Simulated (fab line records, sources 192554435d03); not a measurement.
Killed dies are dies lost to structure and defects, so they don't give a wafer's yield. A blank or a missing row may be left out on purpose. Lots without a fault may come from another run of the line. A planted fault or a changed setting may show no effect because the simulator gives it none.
fab line records | flow n5_finfet
record lots=4 wafers=12 last_day=15
route steps=1938 shown BEOL_M4@1027 PASSIVATION@1936
lots that met no fault: from a run of the same line without faults
start_h: hours from the record's first day to the start of the lot's first wafer shown | wait_h: hours since the lot's step before | " the same as in the row above | L1.1+2: a row that stands for several wafers | - no value, or no start given | * or withheld: withheld | < > ~ a bound
route shown NAME@n: a module of which the file shows steps, and the number in the route of the first | usual: mean/standard deviation of fault-free wafers | same: alike in all rows | chamber/n: place in a boat | sites: the reading at each site | _std_site: their standard deviation | _edge_site: outer sites' mean less inner sites' | radius_mm: how far each site lies from the wafer's centre | mask NAME#n: copy n | behind: the tool/chamber that last shaped the wafer | hold: why the lot was held/for how many hours/how that ended | device: the transistor (n, p or np) that didn't switch | end of line: the same wafers' tests at the end of the route | a step without rows: its recipe alone | killed: dies lost to structure and defects at the first sort, not the wafer's yield | map: a wafer's dies, x killed, . not, _ none there
set.NAME: the setting as run; set.NAME@STEP: as run at that earlier step | model.NAME: the simulator's own value behind a step, which no gauge read
lots at some steps of the route; a table a step, a row a wafer
services: from which hour (start_h, from the record's first day; less than 0 if before it) a tool's chamber was out of use, for how many hours, and why
## steps
# step N5_BEOL_M4_COAT_73
# recipe resist=underlayer temp_c=205 time_s=60 spin_rpm=1500 resist_thk_nm=5
# step N5_BEOL_M4_COAT_05
# recipe resist=CAR-EUV spin_rpm=1500 resist_thk_nm=30
# step N5_BEOL_M4_EBR_07
# recipe solvent=PGMEA ebr_width_mm=1.5
# step N5_BEOL_M4_SOFTBAKE_06
# recipe temp_c=110 time_s=60 resist=CAR-EUV
# step N5_BEOL_M4_EXPOSE_08
# recipe mask_id=M4 na=0.33 source_shape=dipole sigma_inner=0.369 sigma_outer=0.767 polarization=unpolarized dose_mj=41.25
# step N5_BEOL_M4_PEB_09
# recipe peb_temp_c=100 peb_time_s=60 resist=CAR-EUV
# step N5_BEOL_M4_DEVELOP_10
# recipe develop_time_s=30 developer=TMAH resist=CAR-EUV rinse_liquid=surfactant_rinse dry=air_spin dev_temp_c=23
# step N5_BEOL_M4_DESCUM_16
# recipe chemistry=O2 time_s=7 source_power_w=50 bias_power_w=20 pressure_mtorr=20 rf_frequency_hz=2.712e+07 temp_c=40 resist=CAR-EUV o2_flow_sccm=225
# step N5_BEOL_M4_ETCH_74
# recipe chemistry=N2/H2 target=underlayer target_depth_a=65 mask_material=CAR-EUV time_s=5.2 ion_energy_ev=200 pressure_mtorr=30 source_w=840 bias_w=150 n2_flow_sccm=200 h2_flow_sccm=200 ends=cleared
# step N5_BEOL_M4_ETCH_63
# recipe chemistry=CF4 target=SiARC target_depth_a=156 mask_material=CAR-EUV time_s=26 ion_energy_ev=80 pressure_mtorr=40 source_w=545 bias_w=36 Ar_flow_sccm=100 cf4_flow_sccm=100 ends=cleared
# usual bias_w=36.00/0.12 drypump_motor_current_A=5.7/0.44 etch_rf_on_time_s=26.0/0.67 mfc_ar_sccm=99.96/0.3 oes_product_au=0.66/0.082 rf_vpp_V=183.9/1.4 showerhead_plenum_p_Torr=2.14/0.096 throttle_valve_pct=15.70/0.15
# columns lot.wafer tool chamber start_h wait_h bias_w drypump_motor_current_A etch_rf_on_time_s mfc_ar_sccm oes_product_au rf_hours_counter_h rf_vpp_V showerhead_plenum_p_Torr throttle_valve_pct
L286.2 rie_diel-05 1 153.30 0.0 36.09 6.6 24.9 99.73 0.90 0 186.0 2.29 15.62
L286.4 " 2 " " 35.82 5.5 26.6 100.40 0.59 232 182.3 2.03 15.70
L286.5 " 0 " " 35.95 5.3 25.9 99.98 0.66 - 182.0 1.98 15.81
L294.1 rie_diel-05 0 201.37 0.0 35.92 5.3 26.1 100.17 0.64 164 181.9 1.97 15.85
L294.4 " 3 " " 36.09 5.1 26.5 99.74 0.61 212 184.0 2.13 15.72
L294.5 " 1 " " 36.21 6.6 25.7 100.16 0.81 - 185.8 2.29 15.62
L296.3 rie_diel-05 0 218.42 0.0 36.14 5.3 26.2 99.82 0.63 172 181.9 1.97 15.86
L296.4 " 3 " " 36.06 5.1 26.1 99.77 0.61 - 185.6 2.13 15.74
L296.6 " 1 " " 35.82 6.6 25.0 100.45 0.80 - 185.8 2.28 15.68
L301.1 rie_diel-06 2 247.90 0.0 35.98 5.6 25.2 99.81 0.60 236 181.3 2.03 15.71
L301.3 " 1 " " 36.06 5.7 25.0 100.02 0.79 7 182.9 2.12 15.54
L301.5 " 1 " " 36.07 5.7 25.0 100.56 0.80 - 184.2 2.12 15.54
# step N5_BEOL_M4_ETCH_64
# recipe chemistry=N2/H2 target=SOC target_depth_a=750 overetch_a=225 mask_material=SiARC temp_c=40 time_s=121.9 ion_energy_ev=200 pressure_mtorr=30 source_w=840 bias_w=150 n2_flow_sccm=200 h2_flow_sccm=200
# step N5_BEOL_M4_STRIP_65
# recipe chemistry=N2/H2 temp_c=40 n2_flow_sccm=200 h2_flow_sccm=200 rf_frequency_hz=6e+07
# step N5_BEOL_M4_STRIP_75
# recipe chemistry=N2/H2 temp_c=40 n2_flow_sccm=200 h2_flow_sccm=200 rf_frequency_hz=6e+07
# step N5_BEOL_M4_STRIP_66
# recipe chemistry=CF4 resist=SiARC power_w=300 bias_power_w=75 pressure_mtorr=50 cf4_flow_sccm=150 rf_frequency_hz=6e+07
# step N5_BEOL_M4_HM_OPEN_17
# recipe chemistry=Cl2/BCl3 target_depth_a=200 overetch_a=60 target=TiN mask_material=SOC ion_energy_ev=150 pressure_mtorr=10 icp_w=1000 bias_w=126 Cl2_flow_sccm=53.25 bcl3_flow_sccm=21.75 Ar_flow_sccm=25
# step N5_BEOL_M4_STRIP_19
# recipe chemistry=O2 power_w=400 temp_c=40 pressure_mtorr=30 rf_frequency_hz=6e+07 bias_power_w=0 overash_fraction=0.2 o2_flow_sccm=225
# step N5_BEOL_M4_COAT_67
# recipe resist=SOC temp_c=250 time_s=60 spin_rpm=1500 resist_thk_nm=60
# step N5_BEOL_M4_COAT_68
# recipe resist=SiARC temp_c=220 time_s=60 spin_rpm=1500 resist_thk_nm=12
# step N5_BEOL_M4_COAT_76
# recipe resist=underlayer temp_c=205 time_s=60 spin_rpm=1500 resist_thk_nm=5
# step N5_BEOL_M4_COAT_22
# recipe resist=CAR-EUV spin_rpm=1500 resist_thk_nm=30
# step N5_BEOL_M4_EBR_24
# recipe solvent=PGMEA ebr_width_mm=1.5
# step N5_BEOL_M4_SOFTBAKE_23
# recipe temp_c=110 time_s=60 resist=CAR-EUV
# step N5_BEOL_M4_EXPOSE_25
# recipe mask_id=V3 na=0.33 source_shape=quasar sigma_inner=0.2 sigma_outer=0.8 polarization=unpolarized defocus_nm=5 dose_mj=63
# step N5_BEOL_M4_PEB_26
# recipe peb_temp_c=100 peb_time_s=60 resist=CAR-EUV
# step N5_BEOL_M4_DEVELOP_27
# recipe develop_time_s=30 developer=TMAH resist=CAR-EUV rinse_liquid=surfactant_rinse dry=air_spin dev_temp_c=23
# step N5_BEOL_M4_INSPECT_30
# recipe mode=adi inspect_instrument=brightfield
# usual raw_defect_count=374/97
# columns lot.wafer tool chamber start_h wait_h raw_defect_count
L286.2 defect_inspect-01 - 154.35 0.0 260
L286.4 " - " " 265
L286.5 " - " " 242
L294.1 defect_inspect-01 - 202.17 0.1 337
L294.4 " - " " 938
L294.5 " - " " 368
L296.3 defect_inspect-01 - 219.35 0.0 352
L296.4 " - " " 881
L296.6 " - " " 437
L301.1 defect_inspect-01 - 248.83 0.1 363
L301.3 " - " " 424
L301.5 " - " " 300
# step N5_BEOL_M4_DESCUM_33
# recipe chemistry=O2 time_s=7 source_power_w=50 bias_power_w=20 pressure_mtorr=20 rf_frequency_hz=2.712e+07 temp_c=40 resist=CAR-EUV o2_flow_sccm=225
# step N5_BEOL_M4_RC_MEAS_101
# usual DIBL_N=35.9/1.4 DIBL_P=35.9/1.7 IOFF_N=0.160/0.026 IOFF_P=0.21/0.036 ION_N=672/11 ION_P=461/8.1 SS_N=71.4/0.54 SS_P=73.2/0.67 VT_N=249.3/2.7 VT_P=-250/3.9
# columns lot.wafer tool chamber start_h wait_h DIBL_N[mV/V] DIBL_P[mV/V] IOFF_N[nA/um] IOFF_P[nA/um] ION_N[uA/um] ION_P[uA/um] SS_N[mV/dec] SS_P[mV/dec] VT_N[mV] VT_P[mV]
L286.2 prober-01 0 161.78 0.2 36.8 37.7 0.200 0.31 685 476 72.0 74.3 247.4 -240
L286.4 " 0 " " 35.4 35.9 0.170 0.26 678 475 71.1 73.8 245.1 -245
L286.5 " 0 " " 36.1 36.6 0.182 0.28 680 474 71.8 73.4 247.2 -244
L294.1 prober-02 0 222.54 0.0 36.5 37.2 0.165 0.20 676 456 71.3 73.7 249.1 -252
L294.4 " 0 " " 36.6 37.3 0.167 0.19 679 461 71.5 73.8 248.0 -256
L294.5 " 0 " " 36.2 37.1 0.164 0.19 683 459 70.6 73.5 249.2 -253
L296.3 prober-02 0 230.48 0.3 35.7 36.4 0.153 0.22 670 466 71.3 72.6 251.4 -249
L296.4 " 0 " " 38.3 38.4 0.190 0.25 676 466 71.0 73.7 246.9 -247
L296.6 " 0 " " 33.0 33.0 0.111 0.16 655 455 70.1 71.9 256.8 -255
L301.1 prober-02 0 254.92 0.0 33.2 33.0 0.127 0.14 662 451 70.4 72.6 252.5 -257
L301.3 " 0 " " 35.3 35.4 0.143 0.15 667 451 71.1 73.0 251.1 -258
L301.5 " 0 " " 34.4 34.5 0.135 0.15 663 450 71.1 72.9 250.8 -258
# step N5_PASSIVATION_PROBE_49
# usual defect_limited_yield=90.9/1.5 killed_at_M0_to_M3=35/10 killed_at_M4_up=14/5.2 killed_at_contacts=13/7.3 killed_at_front_end=42/12 killed_at_other=3.4/2.5 killed_dies=108/18 killed_open=70/13 killed_short=35/8 sort_bin_5_function=5.4/1 sort_bin_6_memory=3.4/0.71 sort_n_pass=1072/18 sort_yield_pct=90.9/1.5
# same gross_dies=1180 killed_at_back_side=0 sort_bin_4_leakage[%]=0 sort_bin_8_speed[%]=0
# columns lot.wafer tool chamber start_h wait_h defect_limited_yield[%] killed_at_M0_to_M3 killed_at_M4_up killed_at_contacts killed_at_front_end killed_at_other killed_dies killed_open killed_short sort_bin_5_function[%] sort_bin_6_memory[%] sort_n_pass sort_yield_pct[%]
L294.4 prober-02 - 325.52 0.2 78.5 59 142 10 34 9 254 74 43 12.5 6.3 926 78.5
L296.4 prober-01 - 338.49 0.2 78.7 40 138 5 66 2 251 81 43 14.1 5.3 929 78.7
# killed by level:class
L294.4 BEOL_M4:unspecified=131 BEOL_M1:geometric_particle:open=13 BEOL_M0_SAQP:geometric_particle:open=12 BEOL_M0_SAQP:geometric_particle:short=9 BEOL_M2:geometric_particle:open=8 BEOL_M3:geometric_particle:open=8 FIN_SAQP:geometric_particle:short=7 STI_FIN_REVEAL:geometric_particle:open=7
L296.4 BEOL_M4:unspecified=126 FIN_SAQP:geometric_particle:open=18 FIN_SAQP:geometric_particle:short=16 STI_FIN_REVEAL:geometric_particle:open=15 BEOL_M2:geometric_particle:open=10 BEOL_M3:geometric_particle:open=7 BEOL_M1:geometric_particle:open=6 BEOL_M0_SAQP:geometric_particle:open=5
# map L294.4 (x killed, . not)
_________________............________________
______________..x.......x......x_____________
___________...x......x....x.....xx.__________
__________..x..x..xx................_________
________........x....................._______
_______.......x..x.............x...x..x______
______....x....x.......xx.............x._____
_____....x......x...............x.....xx.____
____..x....x...x.....x...xx..x...xx.....xx___
___...xx................x.................x__
___....x....x........x..................x..__
__.x.....x.............x.....x.............._
__..x...................x........x...x......_
_.xx...............x..........x...x....x.....
_......x....x...............x........x....x..
_x..x.......xx..x..........x.x..........xx...
_..x..x.............x........x..........x....
_..........x.x......x.x...........x..........
_....x...........xx.....x....x...............
_.x.......x..x....x....x..x........x....x...x
_............xx.xxx.xx........x..............
__...........xxxxxxxx.x.x...x............x.._
__...........xxxxxxxxxxx......x......x...x.._
___.x......x.xxxxxxxxx..x..x....x.....x..xx__
___.......xxxxxxxxxxxxxxx..................__
____....x.xxxxxxxxxxxxxxx.................___
_____.....xxxxxxxxxxxxxxx........x......x____
______.....x.xxxxxxxxxxxx..............._____
_______....xxxxxxxxxxx.x.x.............______
________....x.xxxxxxx.xx.......x.x...._______
__________....x.xxxxxx..........x..x_________
___________.x..x...x...x...x.x.....__________
______________.......x.......x.._____________
_________________.........x..________________
# map L296.4 (x killed, . not)
_________________......x..x..________________
______________.......xxx........_____________
___________....xxxx..........x.....__________
__________xx........xx.............._________
________..................x..........x_______
_______......................x.........______
______x....x...xx...x..................._____
_____....x............x..x.......x.......____
____...................................x..___
___.x.x.x..............x........xx.........__
___......................x........xx.......__
__.xxx......x............x.........x....x.x._
__.................x........xx..x.........x._
_.....................x...........x...x......
_..........x......x....xx....................
_..x.x........x............xx....x...........
_....x.......x..............x.x....x......xx.
_............x.................x.............
_...xx...x............x..x....x.....x.x.....x
_.............x.x.x..........x.x.............
_...x............xxxx....x..x....x...........
__x.......xxxxx.xx.xxx..x............x.x...._
__........xx.xxxxxxxxxx..x.....xx..........._
___.....x.xxxxxxxxxxxxxxx..xx....x...x.....__
___x......xxxxxxxxxxxxxxx.....xx.......x.x.__
____......xxxxxxxxxxxxx.x...x.............___
_____x....xxxxxxxxxxxxxxx...........x.x..____
______..x..x.xxxxxxxxxxxx.....x.....x..._____
_______....xx.xxxxxxxx.xx..............______
________...x..xxxxxxxx.....x.........._______
__________....xxx.x.xx.x............_________
___________.xx...x..xx.....x..x....__________
______________.x.x...x.......x.._____________
_________________............________________
## services
# columns tool chamber start_h hours kind
rie_diel-06 2 130.51 8.3 repair
rie_diel-05 1 139.24 - clean
rie_diel-05 1 139.24 - consumable_replace:focus_ring
rie_diel-05 1 139.24 - consumable_replace:showerhead
rie_diel-05 1 139.24 12.1 scheduled_down
rie_diel-05 1 139.24 12.1 vent_cycle
rie_diel-06 3 159.99 6.8 repair
rie_diel-05 2 204.27 - clean
rie_diel-05 2 204.27 - consumable_replace:focus_ring
rie_diel-05 2 204.27 - consumable_replace:showerhead
rie_diel-05 2 204.27 26.8 scheduled_down
rie_diel-05 2 204.27 26.8 vent_cycle
rie_diel-06 1 211.69 - clean
rie_diel-06 1 211.69 - consumable_replace:focus_ring
rie_diel-06 1 211.69 15.6 scheduled_down
rie_diel-06 1 211.69 15.6 vent_cycle
rie_diel-05 1 221.26 6.6 repair
## key
first_sign step=N5_BEOL_M4_INSPECT_30 reading=raw_defect_count direction=up sigmas=5.5 usual=374 struck=910
effect step=N5_PASSIVATION_PROBE_49 reading=killed_at_M4_up direction=up sigmas=24 usual=14 struck=140
more_kills_born_at N5_BEOL_M4_ETCH_63@rie_diel-05=257
met_at N5_BEOL_M4_ETCH_63
struck_wafers L294.4,L296.4
fault kind=chamber_particle_source tool=rie_diel-05 chamber=3 onset_h=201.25 steps=N5_BEOL_M4_ETCH_63 rate_per_visit_cm2=0.90163 end_h=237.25
